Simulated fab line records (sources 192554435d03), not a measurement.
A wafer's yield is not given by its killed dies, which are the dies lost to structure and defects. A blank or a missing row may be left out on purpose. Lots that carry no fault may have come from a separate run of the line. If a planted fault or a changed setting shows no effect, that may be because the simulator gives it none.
Split-lot trial :: flow n5Finfet :: 21 wafers read across 7 lots, on a route 1938 steps long

## THE SPLIT ITSELF
At N5_BEOL_M6_ETCH_66 (etches SOC in N2/H2, target depth 80 nm, overetch 16 nm, time 120 s), the setting biasW was moved away from the recipe's 150 W on 5 of the 21 wafers read, by +8.8% to +16.1%. For the rest of the wafers, this setting stayed at what the recipe calls for.

Reading taken at the split's own step.

## THE READING
rfVppV, in V, at N5_BEOL_M6_ETCH_66 (etches SOC in N2/H2, target depth 80 nm, overetch 16 nm, time 120 s). Fault-free wafers of this fab line usually give 524.2 V, standard deviation 2.7 V.

wafer: L077.2
tool, chamber at the split: rieDiel-04, 2
biasW as run, W: 150
against the recipe: recipe
rfVppV, V: 522.1
against lot-mates on the recipe: -

wafer: L077.3
tool, chamber at the split: rieDiel-04, 1
biasW as run, W: 174.2
against the recipe: +16.1%
rfVppV, V: 574.1
against lot-mates on the recipe: +52.0

wafer: L077.5
tool, chamber at the split: rieDiel-04, 2
biasW as run, W: 174.2
against the recipe: +16.1%
rfVppV, V: 571.6
against lot-mates on the recipe: +49.5

wafer: L079.2
tool, chamber at the split: rieDiel-01, 0
biasW as run, W: 163.2
against the recipe: +8.8%
rfVppV, V: 550.0
against lot-mates on the recipe: +23.2

wafer: L079.4
tool, chamber at the split: rieDiel-01, 2
biasW as run, W: 150
against the recipe: recipe
rfVppV, V: 527.9
against lot-mates on the recipe: -

wafer: L079.6
tool, chamber at the split: rieDiel-01, 3
biasW as run, W: 150
against the recipe: recipe
rfVppV, V: 525.7
against lot-mates on the recipe: -

wafer: L081.4
tool, chamber at the split: rieDiel-04, 2
biasW as run, W: 170.4
against the recipe: +13.6%
rfVppV, V: 564.2
against lot-mates on the recipe: +39.2

wafer: L081.5
tool, chamber at the split: rieDiel-04, 0
biasW as run, W: 150
against the recipe: recipe
rfVppV, V: 526.9
against lot-mates on the recipe: -

wafer: L081.6
tool, chamber at the split: rieDiel-04, 1
biasW as run, W: 150
against the recipe: recipe
rfVppV, V: 523.0
against lot-mates on the recipe: -

wafer: L083.2
tool, chamber at the split: rieDiel-03, 2
biasW as run, W: 150
against the recipe: recipe
rfVppV, V: 522.3
against lot-mates on the recipe: -

wafer: L083.3
tool, chamber at the split: rieDiel-03, 3
biasW as run, W: 150
against the recipe: recipe
rfVppV, V: 524.4
against lot-mates on the recipe: -

wafer: L083.5
tool, chamber at the split: rieDiel-03, 0
biasW as run, W: 150
against the recipe: recipe
rfVppV, V: 528.2
against lot-mates on the recipe: -

wafer: L084.1
tool, chamber at the split: rieDiel-03, 2
biasW as run, W: 170.1
against the recipe: +13.4%
rfVppV, V: 564.8
against lot-mates on the recipe: +40.2

wafer: L084.4
tool, chamber at the split: rieDiel-03, 1
biasW as run, W: 150
against the recipe: recipe
rfVppV, V: 520.8
against lot-mates on the recipe: -

wafer: L084.6
tool, chamber at the split: rieDiel-03, 0
biasW as run, W: 150
against the recipe: recipe
rfVppV, V: 528.3
against lot-mates on the recipe: -

wafer: L090.3
tool, chamber at the split: rieDiel-01, 2
biasW as run, W: 150
against the recipe: recipe
rfVppV, V: 529.7
against lot-mates on the recipe: -

wafer: L090.4
tool, chamber at the split: rieDiel-01, 3
biasW as run, W: 150
against the recipe: recipe
rfVppV, V: 522.6
against lot-mates on the recipe: -

wafer: L090.5
tool, chamber at the split: rieDiel-01, 0
biasW as run, W: 150
against the recipe: recipe
rfVppV, V: 522.3
against lot-mates on the recipe: -

wafer: L092.1
tool, chamber at the split: rieDiel-01, 1
biasW as run, W: 150
against the recipe: recipe
rfVppV, V: 528.1
against lot-mates on the recipe: -

wafer: L092.2
tool, chamber at the split: rieDiel-01, 2
biasW as run, W: 150
against the recipe: recipe
rfVppV, V: 526.7
against lot-mates on the recipe: -

wafer: L092.4
tool, chamber at the split: rieDiel-01, 3
biasW as run, W: 150
against the recipe: recipe
rfVppV, V: 523.2
against lot-mates on the recipe: -

THE FIT
A straight line over all 21 wafers: rfVppV changes by +2.93 V for each +1% of biasW; r = +0.99; the points scatter about the line by 2.6 V.
The same after taking each lot's own level away (the mean of its wafers on the recipe; 21 wafers): +3.04 V for each +1%; r = +0.99; scatter 2.6 V.
The reading moves by 49 V for the largest change in biasW, on that fit.
Across the lots, their own levels run from 522.10 to 526.80 V, a range of 1.7 times the standard deviation given above.
Hence the lot-to-lot level has little effect on the slope; both slopes agree.
Check: +47.7 V against its lot-mates is what the line predicts for one of the wafers moved furthest among these (+16.1%) when that wafer is left out of the fit. Against them it came out at +52 V.
Tool readings at the split's step, against how far the setting was moved: rfVppV r = +0.99.

## OTHER SPLITS ON THESE WAFERS
Note: prior to the reading, these wafers also went through further splits. Each is held against what the fit with the lots' levels taken away leaves over:
other split on the same wafers: N5_BEOL_M5_TRENCH_ETCH_37 timeS
wafers away from the commonest value: 8
r with rfVppV (lot level and that fit taken away): +0.01

other split on the same wafers: N5_BEOL_M6_ILD_DEP_00 timeS
wafers away from the commonest value: 5
r with rfVppV (lot level and that fit taken away): -0.09

other split on the same wafers: N5_BEOL_M6_PECVD_70 tempC
wafers away from the commonest value: 11
r with rfVppV (lot level and that fit taken away): +0.22

## THE WHOLE CHAIN: every reading that the file lists as answering this split, in the file's order
step: N5_BEOL_M6_ETCH_66
what it does: etches SOC in N2/H2, target depth 80 nm, overetch 16 nm, time 120 s
reading: rfVppV
change (the file's fit): +2.98 V for each +1% of the setting
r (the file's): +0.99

step: N5_BEOL_M6_ETCH_66
what it does: etches SOC in N2/H2, target depth 80 nm, overetch 16 nm, time 120 s
reading: SiARC_of_BEOL_M6_COAT_64.thkNm (the simulator's own value, which no gauge read)
change (the file's fit): -0.0597 nm for each +1% of the setting
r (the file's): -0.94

## THE FILE'S OWN FIT
rfVppV changes by +2.98 V for each +1% of biasW, r = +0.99.
